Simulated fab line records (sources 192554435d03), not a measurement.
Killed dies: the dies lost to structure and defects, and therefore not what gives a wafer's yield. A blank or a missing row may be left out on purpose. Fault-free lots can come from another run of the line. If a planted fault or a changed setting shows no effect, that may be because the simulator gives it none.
fab line records	flow n5_finfet
record: lots: 6	wafers: 16	last_day: 19
route steps=1938 shown BEOL_M6@1203
lots untouched by any fault: they come from a run of this same line in which no faults occurred
start_h: start of the lot's first displayed wafer, in hours after the record's first day	wait_h: hours since the lot's step before	" repeats the value in the row above	L1.1+2: one row covering several wafers at once	- either no value or no given start	* or withheld: withheld	< > ~ a bound
route shown NAME@n: a module of which the file shows steps, and the number in the route of the first	usual: the fault-free wafers' mean and standard deviation	same: alike in all rows	chamber/n: place in a boat	sites: per-site readings	_std_site: how widely they spread, as a standard deviation	_edge_site: mean of outer sites minus mean of inner sites	radius_mm: how far each site lies from the wafer's centre	mask NAME#n: copy n	behind: the tool/chamber that last shaped the wafer	hold: the reason the lot was held/the length of the hold in hours/how it ended	device: the transistor (n, p or np) that didn't switch	end of line: tests run on the same wafers once the route is complete	for a step that has no rows: nothing shown but its recipe	killed: dies lost to structure and defects at the first sort, not the wafer's yield	map: dies across one wafer; x = killed, . = not, _ = none there
set.NAME: the setting the step ran with; set.NAME@STEP: the setting that earlier step ran with	model.NAME: the simulator's own value behind a step, which no gauge read
a table for each step, a row for each wafer; lots at some steps of the route
services: the hour from which a tool's chamber was out of use, counted from the record's first day as start_h (under 0 if before that day), plus the number of hours and why
== steps ==
step: N5_BEOL_M6_SOFTBAKE_06
recipe: temp_c: 110	time_s: 60	resist: CAR-ArF
step: N5_BEOL_M6_EXPOSE_08
recipe: mask_id: M6	na: 1.35	source_shape: dipole	sigma_inner: 0.817	sigma_outer: 0.97	polarization: te	dose_mj: 68.25
step: N5_BEOL_M6_PEB_09
recipe: peb_temp_c: withheld	peb_time_s: 60	resist: CAR-ArF
step: N5_BEOL_M6_DEVELOP_10
recipe: develop_time_s: 30	developer: TMAH	resist: CAR-ArF	rinse_liquid: diw	dry: air_spin	dev_temp_c: 23
step: N5_BEOL_M6_CD_MEAS_11
recipe: target_cd_nm: 38.5	landing_energy_ev: 500	detector: se_inlens	polarity: opening
usual: cd_nm: 38.5/0.54
lot.wafer	tool	chamber	start_h	wait_h	cd_nm
L864.1	cd_sem-01	0	205.36	-	39.2
L864.3	"	0	"	"	38.4
L864.5	"	0	"	"	38.3
L868.3	cd_sem-01	0	233.08	-	38.8
L868.6	"	0	"	"	38.3
L867.2	cd_sem-01	0	239.78	-	37.9
L867.3	"	0	"	"	38.5
L867.4	"	0	"	"	37.8
L871.5	cd_sem-03	0	261.55	-	38.1
L871.6	"	0	"	"	37.9
L879.1	cd_sem-01	0	322.39	-	37.8
L879.4	"	0	"	"	37.4
L879.6	"	0	"	"	37.8
L885.1	cd_sem-01	0	344.18	-	39.3
L885.4	"	0	"	"	38.4
L885.5	"	0	"	"	38.8
step: N5_BEOL_M6_OVL_MEAS_12
recipe: points_per_wafer: 44
usual: M6_OVL: 0.0/0.7
lot.wafer	tool	chamber	start_h	wait_h	M6_OVL[nm]
L864.1	overlay-02	0	205.40	0.0	0.3
L864.3	"	0	"	"	-1.5
L864.5	"	0	"	"	-0.9
L868.3	overlay-01	0	233.11	0.0	-0.2
L868.6	"	0	"	"	-0.8
L867.2	overlay-01	0	239.81	0.0	0.1
L867.3	"	0	"	"	0.8
L867.4	"	0	"	"	0.0
L871.5	overlay-01	0	261.58	0.0	0.6
L871.6	"	0	"	"	0.5
L879.1	overlay-02	0	322.42	0.0	-0.6
L879.4	"	0	"	"	-0.3
L879.6	"	0	"	"	0.7
L885.1	overlay-02	0	344.21	0.0	1.2
L885.4	"	0	"	"	0.4
L885.5	"	0	"	"	-0.2
step: N5_BEOL_M6_INSPECT_13
recipe: mode: adi	inspect_instrument: brightfield
usual: raw_defect_count: 421/100
lot.wafer	tool	chamber	start_h	wait_h	raw_defect_count
L864.1	defect_inspect-02	-	205.42	0.0	491
L864.3	"	-	"	"	436
L864.5	"	-	"	"	667
L868.3	defect_inspect-02	-	233.13	0.0	536
L868.6	"	-	"	"	405
L867.2	defect_inspect-02	-	239.83	0.0	384
L867.3	"	-	"	"	385
L867.4	"	-	"	"	353
L871.5	defect_inspect-02	-	261.60	0.0	407
L871.6	"	-	"	"	432
L879.1	defect_inspect-01	-	322.44	0.0	387
L879.4	"	-	"	"	545
L879.6	"	-	"	"	584
L885.1	defect_inspect-01	-	344.24	0.0	535
L885.4	"	-	"	"	379
L885.5	"	-	"	"	496
step: N5_BEOL_M6_DESCUM_16
recipe: chemistry: O2	time_s: 7.9	source_power_w: 50	bias_power_w: 20	pressure_mtorr: 20	rf_frequency_hz: 2.712e+07	temp_c: 40	resist: CAR-ArF	o2_flow_sccm: 225
usual: bias_power_w: 20.00/0.053	drypump_motor_current_A: 5.5/0.37	o2_flow_sccm: 224.9/0.65	oes_product_au: 0.82/0.075	rf_vpp_V: 243.9/1.2	showerhead_plenum_p_Torr: 2.15/0.055	throttle_valve_pct: 20.21/0.28
lot.wafer	tool	chamber	start_h	wait_h	bias_power_w	drypump_motor_current_A	o2_flow_sccm	oes_product_au	rf_hours_counter_h	rf_vpp_V	showerhead_plenum_p_Torr	throttle_valve_pct
L864.1	rie_diel-04	2	205.45	0.0	20.04	5.9	224.2	0.72	209	243.3	2.09	20.61
L864.3	"	1	"	"	20.11	6.2	225.2	0.72	207	243.8	2.18	20.89
L864.5	"	0	"	"	20.03	6.1	224.7	0.92	-	243.9	2.15	20.03
L868.3	rie_diel-01	1	233.25	0.1	19.99	5.3	225.0	0.71	226	243.8	2.14	20.50
L868.6	"	2	"	"	20.03	5.9	224.7	0.80	-	245.8	2.20	20.13
L867.2	rie_diel-01	3	239.88	0.0	20.06	5.2	224.1	0.87	50	244.5	2.12	20.10
L867.3	"	2	"	"	20.00	5.9	224.7	0.80	86	245.2	2.20	20.14
L867.4	"	1	"	"	20.14	5.3	225.9	0.70	229	243.4	2.14	20.51
L871.5	rie_diel-01	0	261.66	0.1	19.98	5.9	224.4	0.85	-	244.8	2.23	20.01
L871.6	"	3	"	"	20.04	5.2	225.5	0.85	-	241.9	2.12	20.13
L879.1	rie_diel-06	2	322.48	0.0	19.89	5.6	224.9	0.87	40	242.5	2.13	20.01
L879.4	"	1	"	"	20.07	5.5	224.4	0.76	131	243.5	2.10	20.68
L879.6	"	2	"	"	19.96	5.6	224.6	0.87	-	244.8	2.13	20.03
L885.1	rie_diel-06	1	344.43	0.2	20.01	5.6	224.0	0.76	138	242.5	2.10	20.67
L885.4	"	2	"	"	19.92	5.6	225.6	0.86	48	243.7	2.13	20.03
L885.5	"	2	"	"	19.93	5.6	225.7	0.85	-	243.1	2.13	20.04
step: N5_BEOL_M6_ETCH_61
recipe: chemistry: CF4	target: SiARC	target_depth_a: 455	mask_material: CAR-ArF	time_s: 75.8	ion_energy_ev: 80	pressure_mtorr: 40	source_w: 545	bias_w: 36	Ar_flow_sccm: 100	cf4_flow_sccm: 100	ends: cleared
usual: bias_w: 35.99/0.1	drypump_motor_current_A: 5.5/0.37	etch_rf_on_time_s: 75.8/1.6	oes_product_au: 0.70/0.063	rf_vpp_V: 184.7/1.1	showerhead_plenum_p_Torr: 2.19/0.054	throttle_valve_pct: 15.38/0.29
lot.wafer	tool	chamber	start_h	wait_h	bias_w	drypump_motor_current_A	etch_rf_on_time_s	oes_product_au	rf_hours_counter_h	rf_vpp_V	showerhead_plenum_p_Torr	throttle_valve_pct
L864.1	rie_diel-04	2	205.49	0.0	36.11	5.9	77.3	0.61	209	184.2	2.12	15.69
L864.3	"	1	"	"	35.92	6.1	75.9	0.62	207	184.9	2.21	16.01
L864.5	"	0	"	"	36.10	6.1	75.8	0.78	-	186.3	2.18	15.11
L868.3	rie_diel-01	1	233.29	0.0	36.09	5.3	78.0	0.60	226	184.9	2.21	15.87
L868.6	"	2	"	"	36.00	5.9	77.6	0.68	-	184.8	2.23	15.29
L867.2	rie_diel-01	3	239.92	0.0	36.22	5.2	73.0	0.74	50	184.5	2.18	15.37
L867.3	"	2	"	"	35.90	5.9	77.8	0.66	86	185.4	2.23	15.29
L867.4	"	1	"	"	36.09	5.3	77.7	0.60	229	185.1	2.21	15.85
L871.5	rie_diel-01	0	261.71	0.0	36.01	5.9	76.5	0.72	-	184.4	2.27	15.14
L871.6	"	3	"	"	36.03	5.2	72.2	0.75	-	182.5	2.18	15.38
L879.1	rie_diel-06	2	322.51	0.0	35.95	5.6	73.9	0.76	40	185.3	2.17	15.13
L879.4	"	1	"	"	36.03	5.5	76.6	0.66	131	185.6	2.14	15.71
L879.6	"	2	"	"	36.27	5.6	74.7	0.75	-	184.2	2.17	15.13
L885.1	rie_diel-06	1	344.47	0.0	35.95	5.6	76.9	0.66	138	185.9	2.13	15.74
L885.4	"	2	"	"	36.07	5.6	74.6	0.74	48	183.6	2.17	15.14
L885.5	"	2	"	"	36.12	5.6	73.9	0.74	-	185.1	2.17	15.13
step: N5_BEOL_M6_ETCH_62
recipe: chemistry: N2/H2	target: SOC	target_depth_a: 1100	overetch_a: 220	mask_material: SiARC	temp_c: 40	time_s: 165	ion_energy_ev: 200	pressure_mtorr: 30	source_w: 840	bias_w: 150	n2_flow_sccm: 200	h2_flow_sccm: 200
usual: bias_w: 150.0/0.44	drypump_motor_current_A: 5.5/0.37	h2_flow_sccm: 199.9/0.58	oes_product_au: 0.69/0.058	rf_vpp_V: 525.6/2.1	showerhead_plenum_p_Torr: 2.60/0.07	throttle_valve_pct: 17.53/0.29
lot.wafer	tool	chamber	start_h	wait_h	bias_w	drypump_motor_current_A	h2_flow_sccm	oes_product_au	rf_hours_counter_h	rf_vpp_V	showerhead_plenum_p_Torr	throttle_valve_pct
L864.1	rie_diel-04	2	205.54	0.0	150.3	5.9	200.8	0.61	209	524.1	2.50	17.92
L864.3	"	1	"	"	149.7	6.2	199.6	0.61	207	526.6	2.62	18.13
L864.5	"	0	"	"	149.3	6.1	200.0	0.77	-	525.5	2.59	17.36
L868.3	rie_diel-01	1	233.34	0.0	149.6	5.3	200.1	0.61	226	525.7	2.60	17.96
L868.6	"	2	"	"	149.9	5.9	200.8	0.68	-	527.1	2.68	17.55
L867.2	rie_diel-01	3	239.97	0.0	150.0	5.2	200.0	0.72	50	524.2	2.58	17.50
L867.3	"	2	"	"	150.3	5.9	200.5	0.67	86	527.8	2.68	17.57
L867.4	"	1	"	"	149.6	5.3	200.0	0.61	229	524.8	2.60	17.95
L871.5	rie_diel-01	0	261.80	0.1	150.5	5.9	198.9	0.72	-	528.1	2.69	17.32
L871.6	"	3	"	"	149.7	5.3	198.7	0.72	-	524.8	2.57	17.52
L879.1	rie_diel-06	2	322.57	0.0	149.9	5.6	200.7	0.74	41	524.5	2.60	17.49
L879.4	"	1	"	"	150.4	5.6	200.3	0.65	131	524.4	2.54	17.87
L879.6	"	2	"	"	149.9	5.6	200.8	0.73	-	526.6	2.60	17.47
L885.1	rie_diel-06	1	344.52	0.0	149.8	5.6	199.2	0.65	138	523.2	2.54	17.91
L885.4	"	2	"	"	149.5	5.6	200.2	0.72	48	524.4	2.59	17.49
L885.5	"	2	"	"	149.8	5.6	199.7	0.72	-	525.6	2.59	17.48
step: N5_BEOL_M6_STRIP_68
recipe: chemistry: N2/H2	temp_c: 40	n2_flow_sccm: 200	h2_flow_sccm: 200	rf_frequency_hz: 6e+07
step: N5_BEOL_M6_STRIP_67
recipe: chemistry: CF4	resist: SiARC	power_w: 300	bias_power_w: 75	pressure_mtorr: 50	cf4_flow_sccm: 150	rf_frequency_hz: 6e+07
usual: bias_power_w: 75.02/0.23	drypump_motor_current_A: 5.5/0.37	oes_product_au: 0.82/0.069	rf_vpp_V: 272.0/1.5	showerhead_plenum_p_Torr: 1.84/0.044	throttle_valve_pct: 13.35/0.29
lot.wafer	tool	chamber	start_h	wait_h	bias_power_w	drypump_motor_current_A	oes_product_au	rf_hours_counter_h	rf_vpp_V	showerhead_plenum_p_Torr	throttle_valve_pct
L864.1	rie_diel-04	2	205.69	0.0	75.19	5.9	0.72	209	269.7	1.77	13.69
L864.3	"	1	"	"	74.67	6.2	0.73	207	270.3	1.84	13.93
L864.5	"	0	"	"	74.94	6.1	0.91	-	271.5	1.84	13.10
L868.3	rie_diel-01	1	233.49	0.0	74.85	5.3	0.71	226	272.0	1.86	13.90
L868.6	"	2	"	"	75.01	5.9	0.80	-	272.8	1.87	13.28
L867.2	rie_diel-01	3	240.12	0.0	74.86	5.3	0.85	50	271.5	1.83	13.31
L867.3	"	2	"	"	75.40	5.9	0.80	86	273.6	1.87	13.30
L867.4	"	1	"	"	74.96	5.3	0.71	229	270.5	1.86	13.89
L871.5	rie_diel-01	0	261.89	0.0	75.17	5.9	0.84	-	272.9	1.89	13.07
L871.6	"	3	"	"	74.39	5.2	0.84	-	270.2	1.83	13.33
L879.1	rie_diel-06	2	322.71	0.0	74.82	5.6	0.86	41	271.3	1.81	13.08
L879.4	"	1	"	"	74.91	5.6	0.77	131	271.0	1.78	13.70
L879.6	"	2	"	"	75.13	5.6	0.87	-	272.2	1.81	13.08
L885.1	rie_diel-06	1	344.67	0.0	74.76	5.6	0.76	138	269.6	1.78	13.69
L885.4	"	2	"	"	74.95	5.6	0.87	48	272.5	1.81	13.10
L885.5	"	2	"	"	75.22	5.6	0.87	-	273.0	1.81	13.10
step: N5_BEOL_M6_HM_OPEN_17
recipe: chemistry: Cl2/BCl3	target_depth_a: 200	overetch_a: 60	target: TiN	mask_material: SOC	ion_energy_ev: 150	pressure_mtorr: 10	icp_w: 1000	bias_w: 126	Cl2_flow_sccm: 53.25	bcl3_flow_sccm: 21.75	Ar_flow_sccm: 25
usual: bcl3_flow_sccm: 21.74/0.067	bias_w: 126.1/0.38	drypump_motor_current_A: 5.7/0.59	he_backside_leak_sccm: 3.54/0.19	oes_ar_750_au: 0.77/0.057	oes_product_au: 0.67/0.046	throttle_valve_pct: 22.03/0.14
lot.wafer	tool	chamber	start_h	wait_h	bcl3_flow_sccm	bias_w	drypump_motor_current_A	he_backside_leak_sccm	oes_ar_750_au	oes_product_au	rf_hours_counter_h	throttle_valve_pct	model.SOC_of_BEOL_M6_COAT_59.thk_nm
L864.1	rie_metal-01	1	205.73	0.0	21.67	125.7	5.0	3.74	0.76	0.68	43	21.98	92.2
L864.3	"	0	"	"	21.67	126.5	5.5	3.42	0.76	0.67	-	22.10	92.4
L864.5	"	0	"	"	21.71	127.2	5.5	3.48	0.76	0.66	-	22.12	92.2
L868.3	rie_metal-01	0	233.56	0.1	21.64	125.9	5.5	3.42	0.75	0.65	-	22.14	93.4
L868.6	"	0	"	"	21.73	125.3	5.5	3.37	0.75	0.65	-	22.12	93.8
L867.2	rie_metal-03	1	240.16	0.0	21.80	126.6	6.7	3.58	0.79	0.70	36	21.96	92
L867.3	"	1	"	"	21.81	126.2	6.7	3.51	0.78	0.70	-	21.96	92
L867.4	"	0	"	"	21.68	125.4	5.7	3.15	0.85	0.76	-	21.87	92.2
L871.5	rie_metal-01	0	262.00	0.1	21.74	126.8	5.5	3.45	0.74	0.65	-	22.12	92
L871.6	"	1	"	"	21.78	126.2	5.0	3.69	0.75	0.65	-	22.00	93.2
L879.1	rie_metal-01	1	322.76	0.0	21.68	125.8	5.0	3.69	0.73	0.64	54	22.00	91.4
L879.4	"	1	"	"	21.78	125.8	5.0	3.58	0.73	0.65	-	21.99	91.4
L879.6	"	0	"	"	21.75	125.9	5.5	3.63	0.73	0.64	-	22.14	91.4
L885.1	rie_metal-01	1	344.71	0.0	21.85	126.0	5.0	3.96	0.73	0.65	56	21.99	92.4
L885.4	"	0	"	"	21.73	126.2	5.5	3.53	0.73	0.64	-	22.14	92
L885.5	"	1	"	"	21.84	125.6	5.0	3.99	0.73	0.64	-	22.00	92.4
step: N5_BEOL_M6_STRIP_19
recipe: chemistry: O2	power_w: 400	temp_c: 40	pressure_mtorr: 30	rf_frequency_hz: 6e+07	bias_power_w: 0	overash_fraction: 0.2	o2_flow_sccm: 225
usual: drypump_motor_current_A: 5.7/0.35	o2_flow_sccm: 224.9/0.68	oes_product_au: 0.81/0.079	rf_vpp_V: 3.7/0.63	showerhead_plenum_p_Torr: 2.15/0.046	throttle_valve_pct: 16.5/0.31
same: bias_power_w: 0
lot.wafer	tool	chamber	start_h	wait_h	drypump_motor_current_A	o2_flow_sccm	oes_product_au	rf_hours_counter_h	rf_vpp_V	showerhead_plenum_p_Torr	throttle_valve_pct
L864.1	rie_diel-04	3	205.84	0.1	5.5	224.7	0.89	18	3.8	2.17	16.3
L864.3	"	0	"	"	6.1	224.2	0.92	35	3.5	2.16	16.3
L864.5	"	0	"	"	6.1	225.1	0.91	-	3.7	2.16	16.2
L868.3	rie_diel-01	2	233.64	0.1	5.9	224.9	0.80	84	2.8	2.21	16.4
L868.6	"	1	"	"	5.3	225.2	0.70	-	4.3	2.15	16.8
L867.2	rie_diel-06	0	240.27	0.1	5.2	225.9	0.92	25	2.9	2.15	16.1
L867.3	"	2	"	"	5.6	223.8	0.91	12	3.5	2.15	16.2
L867.4	"	1	"	"	5.6	225.5	0.79	102	2.6	2.12	16.8
L871.5	rie_diel-01	1	262.10	0.1	5.3	226.1	0.70	-	4.3	2.14	16.8
L871.6	"	0	"	"	5.9	224.1	0.86	-	3.7	2.23	16.2
L879.1	rie_diel-04	1	322.93	0.1	6.2	225.2	0.69	242	3.2	2.17	17.2
L879.4	"	3	"	"	5.5	224.9	0.84	58	4.2	2.15	16.4
L879.6	"	1	"	"	6.2	224.9	0.69	-	4.4	2.17	17.2
L885.1	rie_diel-04	1	345.19	0.4	6.2	226.4	0.68	248	4.3	2.17	17.2
L885.4	"	1	"	"	6.2	224.7	0.69	-	4.8	2.16	17.2
L885.5	"	3	"	"	5.5	224.9	0.81	-	2.6	2.15	16.4
== services ==
tool	chamber	start_h	hours	kind
rie_diel-06	3	181.80	17.0	repair
rie_diel-06	2	198.81	-	clean
rie_diel-06	2	198.81	-	consumable_replace:focus_ring
rie_diel-06	2	198.81	16.9	scheduled_down
rie_diel-06	2	198.81	16.9	vent_cycle
rie_diel-01	-	202.64	0.5	repair
rie_metal-03	-	221.17	2.8	pm
rie_diel-01	-	252.18	2.8	pm
rie_metal-03	1	272.82	4.8	repair
rie_diel-06	3	304.55	-	clean
rie_diel-06	3	304.55	-	consumable_replace:focus_ring
rie_diel-06	3	304.55	-	consumable_replace:showerhead
rie_diel-06	3	304.55	15.0	scheduled_down
rie_diel-06	3	304.55	15.0	vent_cycle
rie_diel-01	1	310.65	-	clean
rie_diel-01	1	310.65	-	consumable_replace:focus_ring
rie_diel-01	1	310.65	29.0	scheduled_down
rie_diel-01	1	310.65	29.0	vent_cycle
rie_diel-04	2	335.54	-	clean
rie_diel-04	2	335.54	-	consumable_replace:focus_ring
rie_diel-04	2	335.54	23.7	scheduled_down
rie_diel-04	2	335.54	23.7	vent_cycle
rie_diel-04	1	338.83	3.5	repair
== key ==
first_sign none at tools or gauges
model_effect: step: N5_BEOL_M6_HM_OPEN_17	value: SOC_of_BEOL_M6_COAT_59.thk_nm	without: 92.07	struck: 93.47
met_at N5_BEOL_M6_HM_OPEN_17
struck_wafers L868.3,L868.6,L871.6
onset_between 205.73 233.56
fault: kind: process_parameter_drift	tool: rie_metal-01	chamber: -	onset_h: 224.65	steps: N5_BEOL_M6_HM_OPEN_17	channel: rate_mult	offset: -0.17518	shape: step	end_h: 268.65	scope: struck_wafers_only
